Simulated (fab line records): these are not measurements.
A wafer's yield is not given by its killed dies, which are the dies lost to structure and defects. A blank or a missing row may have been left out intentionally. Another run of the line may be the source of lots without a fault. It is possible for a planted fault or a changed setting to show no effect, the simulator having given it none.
fab line records -- flow nand_harc
record: lots: 15, wafers: 45, last_day: 34
route steps=1302 shown A_SOURCE_PLATE@416 A_ONON_D1@444
lots that met no fault: taken from a fault-free run of the same line
start_h: hours from the record's opening day to when the first of the lot's shown wafers began -- wait_h: hours from the lot's prior step to this one -- " unchanged from the row above -- L1.1+2: a single row standing in for several wafers -- - no value present, or no start provided -- * or withheld: withheld -- < > ~ a bound
route shown NAME@n: names a module that has steps shown in the file, with the first one's number in the route -- usual: mean/standard deviation of fault-free wafers -- same: alike in all rows -- chamber/n: place in a boat -- sites: the reading at each site -- _std_site: the values' standard deviation -- _edge_site: outer sites' mean less inner sites' -- radius_mm: for every site, how far away it sits from the centre of the wafer -- mask NAME#n: copy n -- behind: the most recent tool/chamber to have shaped the wafer -- hold: reason for holding the lot/hours on hold/outcome of the hold -- device: the n, p or np transistor that did not switch -- end of line: tests run on the same wafers once the route is complete -- a step without rows: its recipe alone -- killed: dies lost to structure and defects at the first sort, not the wafer's yield -- map: shows each die of a wafer: x if killed, . if not, _ if none is there
set.NAME: the setting as run; set.NAME@STEP: as run at that earlier step -- model.NAME: the simulator's own value behind a step, which no gauge read
steps of the route over a sample of lots; a table a step, a row a wafer
services: the hour from which a tool's chamber was out of use, counted from the record's first day as start_h (under 0 if before that day), plus the number of hours and why
== steps ==
step: NHARC_A_SOURCE_PLATE_THK_MEAS_09
recipe: thk_meas_gauge: ellipsometry
usual: thk_nm: 9.9/0.99
lot.wafer,tool,chamber,start_h,wait_h,thk_nm
L911.3,film_metro-02,-,162.16,0.4,9.3
L911.5,film_metro-02,-,162.16,0.4,10.0
L911.6,film_metro-02,-,162.16,0.4,7.2
L914.1,film_metro-01,-,189.24,0.4,10.2
L914.2,film_metro-01,-,189.24,0.4,8.4
L914.4,film_metro-01,-,189.24,0.4,10.8
L916.3,film_metro-02,-,224.15,0.4,9.5
L916.4,film_metro-02,-,224.15,0.4,8.2
L916.5,film_metro-02,-,224.15,0.4,9.9
L917.1,film_metro-01,-,230.82,0.4,8.7
L917.3,film_metro-01,-,230.82,0.4,9.0
L917.5,film_metro-01,-,230.82,0.4,11.2
L918.1,film_metro-01,-,234.50,0.4,9.2
L918.4,film_metro-01,-,234.50,0.4,9.3
L918.5,film_metro-01,-,234.50,0.4,9.7
L920.2,film_metro-01,-,246.00,0.4,9.8
L920.5,film_metro-01,-,246.00,0.4,10.0
L920.6,film_metro-01,-,246.00,0.4,10.6
L919.2,film_metro-02,-,246.01,0.4,10.4
L919.3,film_metro-02,-,246.01,0.4,8.6
L919.4,film_metro-02,-,246.01,0.4,9.2
L924.4,film_metro-01,-,296.85,0.4,9.5
L924.5,film_metro-01,-,296.85,0.4,8.3
L924.6,film_metro-01,-,296.85,0.4,9.5
L925.3,film_metro-01,-,304.07,0.4,8.8
L925.4,film_metro-01,-,304.07,0.4,8.3
L925.6,film_metro-01,-,304.07,0.4,9.1
L926.1,film_metro-02,-,316.00,0.4,9.7
L926.2,film_metro-02,-,316.00,0.4,10.4
L926.6,film_metro-02,-,316.00,0.4,10.8
L928.1,film_metro-02,-,326.55,0.4,9.1
L928.4,film_metro-02,-,326.55,0.4,9.4
L928.5,film_metro-02,-,326.55,0.4,11.5
L930.2,film_metro-02,-,346.04,0.4,11.2
L930.3,film_metro-02,-,346.04,0.4,12.1
L930.5,film_metro-02,-,346.04,0.4,10.7
L931.1,film_metro-01,-,365.35,0.4,11.6
L931.3,film_metro-01,-,365.35,0.4,9.7
L931.6,film_metro-01,-,365.35,0.4,10.2
L932.2,film_metro-02,-,365.35,0.4,9.8
L932.4,film_metro-02,-,365.35,0.4,9.7
L932.5,film_metro-02,-,365.35,0.4,8.8
L933.1,film_metro-01,-,374.59,0.4,7.7
L933.3,film_metro-01,-,374.59,0.4,8.5
L933.4,film_metro-01,-,374.59,0.4,9.2
step: NHARC_A_ONON_D1_DEP_28
recipe: target_thk_a: 10000, n2_flow_sccm: 2750, n2o_flow_sccm: 2000, nh3_flow_sccm: 500, sih4_flow_sccm: 210, temp_c: 400
lot.wafer,tool,chamber,start_h,wait_h
L911.3+5+6,pecvd_onon-02,0,185.03,0.2
L914.1+2+4,pecvd_onon-02,0,216.14,0.1
L916.3+4+5,pecvd_onon-02,0,250.93,0.2
L917.1+3+5,pecvd_onon-02,0,256.77,0.1
L918.1+4+5,pecvd_onon-02,0,261.63,0.1
L919.2+3+4,pecvd_onon-02,0,272.04,0.1
L920.2+5+6,pecvd_onon-04,0,272.04,0.1
L924.4+5+6,pecvd_onon-02,0,328.76,0.2
L925.3+4+6,pecvd_onon-04,0,332.04,0.2
L926.1+2+6,pecvd_onon-04,0,341.42,0.1
L928.1+4+5,pecvd_onon-02,0,352.38,0.1
L930.2+3+5,pecvd_onon-04,0,371.73,0.2
L931.1+3+6,pecvd_onon-04,0,391.87,0.1
L932.2+4+5,pecvd_onon-01,0,391.92,0.1
L933.1+3+4,pecvd_onon-02,0,401.08,0.1
step: NHARC_A_ONON_D1_THK_MEAS_30
recipe: thk_meas_gauge: ellipsometry
usual: thk_nm: 1001/9.4
lot.wafer,tool,chamber,start_h,wait_h,thk_nm
L911.3,film_metro-02,-,185.42,-,1011
L911.5,film_metro-02,-,185.42,-,1009
L911.6,film_metro-02,-,185.42,-,1010
L914.1,film_metro-01,-,216.66,-,1002
L914.2,film_metro-01,-,216.66,-,1001
L914.4,film_metro-01,-,216.66,-,1002
L916.3,film_metro-02,-,251.33,-,1002
L916.4,film_metro-02,-,251.33,-,1002
L916.5,film_metro-02,-,251.33,-,1002
L917.1,film_metro-02,-,257.28,-,1077
L917.3,film_metro-02,-,257.28,-,1079
L917.5,film_metro-02,-,257.28,-,1077
L918.1,film_metro-02,-,262.14,-,1045
L918.4,film_metro-02,-,262.14,-,1046
L918.5,film_metro-02,-,262.14,-,1046
L919.2,film_metro-01,-,272.49,-,1054
L919.3,film_metro-01,-,272.49,-,1054
L919.4,film_metro-01,-,272.49,-,1055
L920.2,film_metro-02,-,272.50,-,1025
L920.5,film_metro-02,-,272.50,-,1025
L920.6,film_metro-02,-,272.50,-,1026
L924.4,film_metro-01,-,329.09,-,999
L924.5,film_metro-01,-,329.09,-,997
L924.6,film_metro-01,-,329.09,-,998
L925.3,film_metro-01,-,332.44,-,998
L925.4,film_metro-01,-,332.44,-,995
L925.6,film_metro-01,-,332.44,-,996
L926.1,film_metro-02,-,341.95,-,995
L926.2,film_metro-02,-,341.95,-,997
L926.6,film_metro-02,-,341.95,-,996
L928.1,film_metro-02,-,352.89,-,1011
L928.4,film_metro-02,-,352.89,-,1008
L928.5,film_metro-02,-,352.89,-,1010
L930.2,film_metro-02,-,372.18,-,984
L930.3,film_metro-02,-,372.18,-,985
L930.5,film_metro-02,-,372.18,-,985
L932.2,film_metro-02,-,392.37,-,1004
L932.4,film_metro-02,-,392.37,-,1004
L932.5,film_metro-02,-,392.37,-,1005
L931.1,film_metro-01,-,392.38,-,1004
L931.3,film_metro-01,-,392.38,-,1004
L931.6,film_metro-01,-,392.38,-,1002
L933.1,film_metro-01,-,401.59,-,1003
L933.3,film_metro-01,-,401.59,-,1004
L933.4,film_metro-01,-,401.59,-,1004
step: NHARC_A_ONON_D1_DEP_33
recipe: target_thk_a: 2000, temp_c: 400, pressure_torr: 6.5, rf_w: 900, teos_flow_sccm: 161.4, flow_sccm: 2650, target_thk_nm: 200, gas: O2, material: SiO2
usual: chamber_pressure_Torr: 6.498/0.015, heater_power_w: 582/95, rf_fwd_power_W: 898.3/2.6, throttle_valve_pct: 16.1/0.57
lot.wafer,tool,chamber,start_h,wait_h,chamber_pressure_Torr,heater_power_w,rf_fwd_power_W,throttle_valve_pct
L911.3,pecvd-02,2,185.91,0.5,6.511,445,898.9,16.8
L911.6,pecvd-02,2,185.91,0.5,6.483,465,900.0,17.1
L911.5,pecvd-02,1,185.91,0.5,6.500,581,897.2,16.5
L914.2,pecvd-03,0,216.76,0.1,6.511,656,896.9,15.5
L914.1,pecvd-03,1,216.76,0.1,6.502,773,897.6,15.4
L914.4,pecvd-03,0,216.76,0.1,6.498,658,894.8,16.1
L916.3,pecvd-03,1,251.93,0.6,6.472,624,894.7,16.1
L916.5,pecvd-03,2,251.93,0.6,6.525,501,899.3,15.6
L916.4,pecvd-03,0,251.93,0.6,6.506,673,898.8,16.0
L917.3,pecvd-03,1,257.38,0.1,6.500,765,889.4,15.9
L917.1,pecvd-03,2,257.38,0.1,6.494,495,897.6,15.6
L917.5,pecvd-03,1,257.38,0.1,6.486,766,896.7,15.7
L918.1,pecvd-02,0,262.28,0.1,6.520,472,900.1,15.4
L918.4,pecvd-02,2,262.28,0.1,6.505,538,890.6,17.5
L918.5,pecvd-02,0,262.28,0.1,6.513,495,900.3,15.5
L919.2,pecvd-02,0,272.55,0.1,6.487,459,898.4,15.5
L919.3,pecvd-02,2,272.55,0.1,6.480,553,900.9,17.2
L919.4,pecvd-02,1,272.55,0.1,6.502,539,891.0,16.3
L920.2,pecvd-03,0,272.65,0.1,6.487,649,898.4,16.1
L920.6,pecvd-03,2,272.65,0.1,6.500,431,898.6,15.8
L920.5,pecvd-03,0,272.65,0.1,6.499,654,896.2,15.8
L924.4,pecvd-03,2,329.28,0.2,6.493,430,897.9,15.6
L924.6,pecvd-03,0,329.28,0.2,6.506,652,903.1,16.2
L924.5,pecvd-03,1,329.28,0.2,6.503,782,895.5,16.0
L925.3,pecvd-03,2,332.58,0.1,6.511,480,900.9,16.0
L925.4,pecvd-03,1,332.58,0.1,6.495,749,894.6,16.0
L925.6,pecvd-03,2,332.58,0.1,6.510,491,898.8,15.7
L926.2,pecvd-04,1,342.05,0.1,6.477,566,894.6,16.7
L926.1,pecvd-04,2,342.05,0.1,6.503,538,898.5,15.1
L926.6,pecvd-04,1,342.05,0.1,6.468,588,897.6,16.1
L928.1,pecvd-02,0,353.00,0.1,6.498,558,899.9,15.7
L928.5,pecvd-02,2,353.00,0.1,6.500,605,895.4,17.5
L928.4,pecvd-02,1,353.00,0.1,6.517,484,901.2,16.6
L930.2,pecvd-02,2,372.23,0.1,6.518,503,896.0,17.5
L930.3,pecvd-02,1,372.23,0.1,6.516,495,898.6,16.3
L930.5,pecvd-02,0,372.23,0.1,6.521,499,898.9,15.8
L932.2,pecvd-02,2,392.43,0.1,6.504,525,898.3,17.4
L932.4,pecvd-02,2,392.43,0.1,6.504,533,896.8,17.5
L932.5,pecvd-02,0,392.43,0.1,6.494,554,895.5,16.2
L931.1,pecvd-04,2,392.48,0.1,6.484,663,897.5,15.7
L931.3,pecvd-04,0,392.48,0.1,6.463,756,900.9,16.4
L931.6,pecvd-04,2,392.48,0.1,6.474,664,896.6,15.5
L933.3,pecvd-04,1,401.65,0.1,6.509,563,896.5,16.4
L933.1,pecvd-04,2,401.65,0.1,6.488,651,896.9,15.1
L933.4,pecvd-04,0,401.65,0.1,6.502,647,898.5,16.3
step: NHARC_A_ONON_D1_INSPECT_32
usual: raw_defect_count: 70/23
lot.wafer,tool,chamber,start_h,wait_h,raw_defect_count
L911.3,defect_inspect-01,-,186.39,0.0,70
L911.5,defect_inspect-01,-,186.39,0.0,69
L911.6,defect_inspect-01,-,186.39,0.0,42
L914.1,defect_inspect-01,-,217.21,0.0,72
L914.2,defect_inspect-01,-,217.21,0.0,86
L914.4,defect_inspect-01,-,217.21,0.0,113
L916.3,defect_inspect-01,-,252.40,0.0,43
L916.4,defect_inspect-01,-,252.40,0.0,68
L916.5,defect_inspect-01,-,252.40,0.0,90
L917.1,defect_inspect-01,-,257.81,0.0,63
L917.3,defect_inspect-01,-,257.81,0.0,69
L917.5,defect_inspect-01,-,257.81,0.0,89
L918.1,defect_inspect-02,-,262.67,0.0,68
L918.4,defect_inspect-02,-,262.67,0.0,48
L918.5,defect_inspect-02,-,262.67,0.0,61
L919.2,defect_inspect-02,-,273.02,0.0,109
L919.3,defect_inspect-02,-,273.02,0.0,72
L919.4,defect_inspect-02,-,273.02,0.0,88
L920.2,defect_inspect-01,-,273.03,0.0,47
L920.5,defect_inspect-01,-,273.03,0.0,61
L920.6,defect_inspect-01,-,273.03,0.0,36
L924.4,defect_inspect-02,-,329.63,0.0,40
L924.5,defect_inspect-02,-,329.63,0.0,82
L924.6,defect_inspect-02,-,329.63,0.0,50
L925.3,defect_inspect-01,-,332.97,0.0,63
L925.4,defect_inspect-01,-,332.97,0.0,58
L925.6,defect_inspect-01,-,332.97,0.0,61
L926.1,defect_inspect-02,-,342.51,0.0,40
L926.2,defect_inspect-02,-,342.51,0.0,48
L926.6,defect_inspect-02,-,342.51,0.0,58
L928.1,defect_inspect-01,-,353.50,0.1,100
L928.4,defect_inspect-01,-,353.50,0.1,74
L928.5,defect_inspect-01,-,353.50,0.1,53
L930.2,defect_inspect-01,-,372.73,0.0,52
L930.3,defect_inspect-01,-,372.73,0.0,73
L930.5,defect_inspect-01,-,372.73,0.0,107
L932.2,defect_inspect-02,-,392.90,0.0,50
L932.4,defect_inspect-02,-,392.90,0.0,58
L932.5,defect_inspect-02,-,392.90,0.0,59
L931.1,defect_inspect-01,-,392.91,0.0,60
L931.3,defect_inspect-01,-,392.91,0.0,84
L931.6,defect_inspect-01,-,392.91,0.0,49
L933.1,defect_inspect-01,-,402.14,0.0,49
L933.3,defect_inspect-01,-,402.14,0.0,58
L933.4,defect_inspect-01,-,402.14,0.0,34
== services ==
tool,chamber,start_h,hours,kind
pecvd-02,0,183.52,20.4,repair
pecvd-03,-,185.18,13.0,pm
pecvd-03,0,185.18,13.0,vent_cycle
pecvd-03,1,185.18,13.0,vent_cycle
pecvd-03,2,185.18,13.0,vent_cycle
pecvd_onon-02,-,185.26,13.0,pm
pecvd-03,0,198.18,-,clean
pecvd-03,1,198.18,-,clean
pecvd-03,2,198.18,-,clean
pecvd-02,-,227.00,13.0,pm
pecvd-02,0,227.00,13.0,vent_cycle
pecvd-02,1,227.00,13.0,vent_cycle
pecvd-02,2,227.00,13.0,vent_cycle
pecvd-03,-,233.55,0.4,repair
pecvd-02,0,240.00,-,clean
pecvd-02,1,240.00,-,clean
pecvd-02,-,245.64,1.5,repair
pecvd_onon-04,-,258.45,5.6,repair
pecvd_onon-01,-,269.00,13.0,pm
pecvd-04,-,269.38,13.0,pm
pecvd_onon-04,-,311.75,13.0,pm
pecvd_onon-04,-,326.73,2.5,repair
pecvd-03,-,366.18,13.0,pm
pecvd_onon-02,-,366.26,13.0,pm
== key ==
first_sign: step: NHARC_A_ONON_D1_THK_MEAS_30, reading: thk_nm, direction: up, sigmas: 6.2, usual: 1001, struck: 1059
effect none on later readings
met_at NHARC_A_ONON_D1_DEP_28
struck_lots L917,L918,L919
sort_left_out L917.1,L917.3,L917.5,L918.1,L918.4,L918.5,L919.2,L919.3,L919.4
tester_left_out L917,L918,L919
not_acting_at NHARC_A_SOURCE_PLATE_THK_MEAS_09,NHARC_A_ONON_D1_DEP_33,NHARC_A_ONON_D1_INSPECT_32
onset_between 250.93 256.77
fault: kind: process_parameter_drift, tool: pecvd_onon-02, chamber: -, onset_h: 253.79, steps: NHARC_A_ONON_D1_DEP_28, channel: target_thk_a, offset: *, shape: step, end_h: 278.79, acts_in: *, stated: *
tester_left_out: of these lots the tester's yield and bins aren't shown, on N5 and GAA mostly nor the transistor test; their killed dies are dies lost to structure and defects alone, not to doping, threshold or leakage, so they don't give the yield
sort_left_out: the simulated sort isn't trusted on such a fault, so these wafers' sort isn't shown, and their yield isn't known
